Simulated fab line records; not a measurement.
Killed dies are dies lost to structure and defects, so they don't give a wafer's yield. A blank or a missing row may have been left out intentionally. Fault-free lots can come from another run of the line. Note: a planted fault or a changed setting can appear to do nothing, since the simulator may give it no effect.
Which tool was responsible? + flow n5_finfet + 11 lots with 33 wafers sampled at 3 steps, on a route of 1938 steps

WHAT THE GAUGES SHOWED, per wafer
N5_PMOS_HMC_CHANNEL_EPI_THK_MEAS_22.
| lot  | measured    | on            | HMC_CMP_THK (nm) |
|------|-------------|---------------|------------------|
| L204 | day 1 20:02 | film_metro-01 | 52.9 53.5 53.4   |
| L205 | day 2 01:46 | film_metro-01 | 54.5 53.0 54.4   |
| L206 | day 2 08:05 | film_metro-01 | 52.6 52.2 52.1   |
| L209 | day 3 02:20 | film_metro-02 | 52.8 53.6 53.0   |
| L216 | day 4 19:20 | film_metro-02 | 52.7 43.7 52.9   |
| L217 | day 5 01:29 | film_metro-02 | 52.6 44.2 52.6   |
| L218 | day 5 07:29 | film_metro-01 | 53.2 44.4 52.5   |
| L219 | day 5 13:46 | film_metro-02 | 53.8 53.8 52.7   |
| L220 | day 5 19:58 | film_metro-02 | 52.6 54.3 53.4   |
| L224 | day 6 19:37 | film_metro-01 | 54.0 53.0 52.9   |
| L225 | day 7 01:38 | film_metro-02 | 54.8 54.2 54.4   |

EACH LOT AND THE TOOL THAT RAN IT (in order: tool; ch and the chambers of the sampled wafers; start)
| lot  | N5_PMOS_HMC_CHANNEL_EPI_STRIP_33  | N5_PMOS_HMC_CHANNEL_EPI_FIN_RECESS_16 |
|------|-----------------------------------|---------------------------------------|
| L204 | rie_diel-05 ch 0,1, day 1 17:31   | rie_si-03 ch 0,1, day 1 17:50         |
| L205 | rie_diel-05 ch 0,1,3, day 1 23:37 | rie_si-02 ch 1,2,3, day 1 23:58       |
| L206 | rie_diel-01 ch 0,1,2, day 2 05:33 | rie_si-01 ch 0,1,3, day 2 05:53       |
| L209 | rie_diel-04 ch 0,2,3, day 2 23:49 | rie_si-01 ch 0,1,2, day 3 00:08       |
| L216 | rie_diel-05 ch 0,1,2, day 4 17:12 | rie_si-01 ch 0,1,2, day 4 17:31       |
| L217 | rie_diel-01 ch 0,2, day 4 23:22   | rie_si-01 ch 1,2, day 4 23:41         |
| L218 | rie_diel-05 ch 0,1, day 5 05:22   | rie_si-01 ch 0,1,2, day 5 05:41       |
| L219 | rie_diel-04 ch 0,2, day 5 11:39   | rie_si-02 ch 1,2,3, day 5 11:58       |
| L220 | rie_diel-05 ch 1,2,3, day 5 17:50 | rie_si-02 ch 1,2,3, day 5 18:09       |
| L224 | rie_diel-04 ch 0,3, day 6 17:10   | rie_si-02 ch 0,3, day 6 17:29         |
| L225 | rie_diel-05 ch 1,3, day 6 23:31   | rie_si-03 ch 1,2,3, day 6 23:50       |
- N5_PMOS_HMC_CHANNEL_EPI_STRIP_33: strips in N2/H2.
- N5_PMOS_HMC_CHANNEL_EPI_FIN_RECESS_16: chemistry HBr/Cl2, target Si, target depth 54 nm, time 18 s.

THE ANSWER, worked out from the rows above alone
Rule: what is usual is taken from the lots themselves. Put in order of their means at a reading, lots are off if they are a third of the lots or fewer, leave a main group of 4 or more, and stand apart from it by a gap of 3 or more times the standard deviation of the main group's means; of several such gaps the widest counts. Not used: any main group whose means are identical at the precision the tables above print for the reading. Also off: a lot with no number at a reading for which 4 or more lots have one. Where the step has rows for the other lots, those lots are counted as sound.
Off: at N5_PMOS_HMC_CHANNEL_EPI_THK_MEAS_22 (HMC_CMP_THK), L216, L217, L218. Mean 53.4 nm and standard deviation 0.59 in the main group.
If a tool, at a process step before that reading, ran all the lots that are off and no sound lot after the first of them, it fits. The gauges at N5_PMOS_HMC_CHANNEL_EPI_THK_MEAS_22 are tried like those tools. One fits: rie_si-01 at N5_PMOS_HMC_CHANNEL_EPI_FIN_RECESS_16. Its last sound lot is L209 (day 3 00:08), its first lot that is off L216 (day 4 17:31): a fault that began between those two fits.

WHAT HAD BEEN PUT IN BY THE SIMULATOR
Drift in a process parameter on rie_si-01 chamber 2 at N5_PMOS_HMC_CHANNEL_EPI_FIN_RECESS_16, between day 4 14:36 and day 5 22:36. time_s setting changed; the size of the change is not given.
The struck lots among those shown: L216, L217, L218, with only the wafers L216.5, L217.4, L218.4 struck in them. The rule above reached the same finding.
